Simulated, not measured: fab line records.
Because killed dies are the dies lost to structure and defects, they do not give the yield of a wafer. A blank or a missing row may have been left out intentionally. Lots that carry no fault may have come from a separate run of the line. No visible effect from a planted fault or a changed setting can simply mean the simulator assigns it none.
Struck lot and sound lot, side by side || flow nand_harc || 44 out of 1159 route steps
Sound: the wafers L278.1, L278.2, L278.6. Struck: wafer L290.4 (L290.1, L290.6, from the same lot, were not struck and are left out); the cause is given at the end.
Order at every step that has rows: each side's tool, ch and its chambers, its first start. Under that, the readings that differ: sound wafers || struck wafers || difference of the means || sigmas: that difference in standard deviations of wafers without a fault.
alike: readings with means less than 2 such deviations apart, plus words and numbers identical on both sides. not compared: withheld readings, readings lacking a value on some wafer, bounds such as >300 that could conceal the same value, and numbers that have no deviation in the record and whose values overlap.
A row with sigmas, a row that says differs or no value, or rows on one side alone: a step with any of these is where the two part. When numbers do not overlap yet have no deviation, they are printed without sigmas and do not part them. A reading missing from all wafers of one side parts the sides only when that side holds two or more wafers.

first, 4 steps without rows for these wafers: NHARC_P_GATE_EBR_22; NHARC_P_GATE_EXPOSE_23 (exposes mask P GATE, target cd 120 nm); NHARC_P_GATE_PEB_24 (peb time 65 s); NHARC_P_GATE_DEVELOP_25 (develop time 35 s).
NHARC_P_GATE_CD_MEAS_26: target cd 120 nm.
  sound on cd_sem-01 ch 0, day 5 08:42; struck on cd_sem-02 ch 0, day 7 23:32
  alike: cd_nm
NHARC_P_GATE_OVL_MEAS_27:
  sound on overlay-01 at day 5 08:47; struck on overlay-02 at day 7 23:37
  alike: overlay_x_nm, overlay_y_nm
NHARC_P_GATE_INSPECT_28:
  sound on defect_inspect-01 at day 5 08:49; struck on defect_inspect-02 at day 7 23:40
  alike: raw_defect_count
NHARC_P_GATE_DESCUM_31: chemistry O2, time 3 s.
  sound on rie_diel-01 ch 0,1, day 5 08:53; struck on rie_diel-12 ch 2, day 7 23:44
{"reading": "drypump_motor_current_A (A)", "sound": "5.6 6.4 6.3", "struck": 4.9, "difference": -1.2, "sigmas": -3}
  alike: oes_product_au, rf_vpp_V, showerhead_plenum_p_Torr, throttle_valve_pct
  not compared: rf_hours_counter_h
NHARC_P_GATE_ETCH_104: etches the open film in CF4/CHF3, target depth 60 nm.
  sound on rie_diel-01 ch 1,3, day 5 08:59; struck on rie_diel-12 ch 3, day 7 23:49
{"reading": "showerhead_plenum_p_Torr (Torr)", "sound": "1.66 1.61 1.66", "struck": 1.46, "difference": -0.18, "sigmas": -2}
  alike: drypump_motor_current_A, oes_product_au, rf_vpp_V, throttle_valve_pct
NHARC_P_GATE_HM_OPEN_105: chemistry O2/COS, target depth 360 nm.
  sound: rie_diel-01 ch 0,3; struck: rie_diel-12 ch 1
{"reading": "drypump_motor_current_A (A)", "sound": "6.4 6.3 6.4", "struck": 5.2, "difference": -1.2, "sigmas": -3}
  alike: oes_product_au, rf_vpp_V, showerhead_plenum_p_Torr, throttle_valve_pct
  not compared: rf_hours_counter_h
then, 2 steps without rows for these wafers: NHARC_P_GATE_STRIP_106 (strips in O2/COS); NHARC_P_GATE_ETCH_114 (etches the open film in CF4/O2, target depth 30 nm, overetch 3 nm, time 16.5 s).
NHARC_P_GATE_ETCH_32: etches the open film in HBr/Cl2, target depth 150 nm, time 100.1 s.
  sound on rie_si-02 ch 0,1,3, day 5 09:25; struck on rie_si-02 ch 3, day 8 00:13
  alike: drypump_motor_current_A, oes_product_au, throttle_valve_pct
  not compared: rf_hours_counter_h
then, 1 step without rows for these wafers: NHARC_P_GATE_STRIP_108 (strips in O2).
NHARC_P_GATE_CD_MEAS_33:
  sound on cd_sem-02 at day 5 09:47; struck on cd_sem-02 at day 8 00:31
  alike: cd_nm
then, 4 steps without rows for these wafers: NHARC_P_GATE_STRIP_35 (strips in SPM, time 600 s); NHARC_P_GATE_PRECLEAN_73 (cleans in SC1); NHARC_P_GATE_SRD_74; NHARC_P_GATE_ALD_36 (deposits SiNx, target thk 20 nm, pulse time 60 s, ald cycles 223).
NHARC_P_GATE_ETCHBACK_37: etches the open film in CHF3/O2, target depth 34.5 nm, time 17.2 s.
  sound: rie_diel-12 ch 1,3; struck: rie_diel-11 ch 1
  alike: drypump_motor_current_A, oes_product_au, rf_vpp_V, showerhead_plenum_p_Torr, throttle_valve_pct
  not compared: rf_hours_counter_h
then, 13 steps without rows for these wafers: NHARC_P_GATE_STRIP_101 (strips in O2, time 20 s); NHARC_P_GATE_PRECLEAN_97 (cleans in SPM, time 600 s); NHARC_P_GATE_SRD_98; NHARC_P_GATE_PRECLEAN_99 (cleans in SC1); NHARC_P_GATE_SRD_100; NHARC_P_GATE_DEHYDRATE_38 (time 120 s); NHARC_P_GATE_HMDS_39 (time 30 s); NHARC_P_GATE_COAT_40; NHARC_P_GATE_SOFTBAKE_41 (time 95 s); NHARC_P_GATE_EBR_42; NHARC_P_GATE_EXPOSE_43 (exposes mask P NSD, target cd 720 nm); NHARC_P_GATE_PEB_44 (peb time 85 s); NHARC_P_GATE_DEVELOP_45 (time 70 s).
NHARC_P_GATE_CD_MEAS_46: target cd 720 nm.
  sound on cd_sem-03 ch 0, day 5 20:50; struck on cd_sem-01 ch 0, day 8 11:34
  alike: cd_nm
then, 4 steps without rows for these wafers: NHARC_P_GATE_HARDBAKE_47 (time 80 s); NHARC_P_GATE_DESCUM_48 (chemistry O2, time 3 s); NHARC_P_GATE_IMPLANT_49; NHARC_P_GATE_STRIP_111 (strips in N2/H2, time 250 s).
NHARC_P_GATE_STRIP_75: strips in O2.
  sound on plasma_asher-01 ch 0,1, day 5 21:42; struck on plasma_asher-02 ch 0, day 8 12:25
  alike: drypump_motor_current_A, heater_power_w
  not compared: rf_hours_counter_h
then, 3 steps without rows for these wafers: NHARC_P_GATE_STRIP_50 (strips in SPM, time 900 s); NHARC_P_GATE_DEHYDRATE_51 (time 120 s); NHARC_P_GATE_HMDS_52 (time 30 s).
NHARC_P_GATE_INSPECT_68:
  sound on defect_inspect-01 at day 6 03:56; struck on defect_inspect-02 at day 8 18:11
{"reading": "raw_defect_count", "sound": "136 190 131", "struck": 495, "difference": "+343", "sigmas": "+5"}
-- the record jumps here: 14 days lie between the struck wafers' starts before and after (it left off in module P_GATE and takes up again in module END, whose first step shown is number 1159 of the route) --
NHARC_END_SORT_01:
  sound on prober-02 ch 0, day 19 17:53; struck on prober-01 ch 0, day 22 15:35
{"reading": "killed_at_periphery", "sound": "3 3 2", "struck": 42, "difference": "+39", "sigmas": "+17"}
{"reading": "killed_dies", "sound": "34 33 43", "struck": 65, "difference": "+28", "sigmas": "+4"}
  alike: killed_at_array, killed_at_other, killed_open, killed_short

WHERE THEY PART
First at NHARC_P_GATE_DESCUM_31; last, within this record, at NHARC_END_SORT_01.

WHY: what the simulator had put in
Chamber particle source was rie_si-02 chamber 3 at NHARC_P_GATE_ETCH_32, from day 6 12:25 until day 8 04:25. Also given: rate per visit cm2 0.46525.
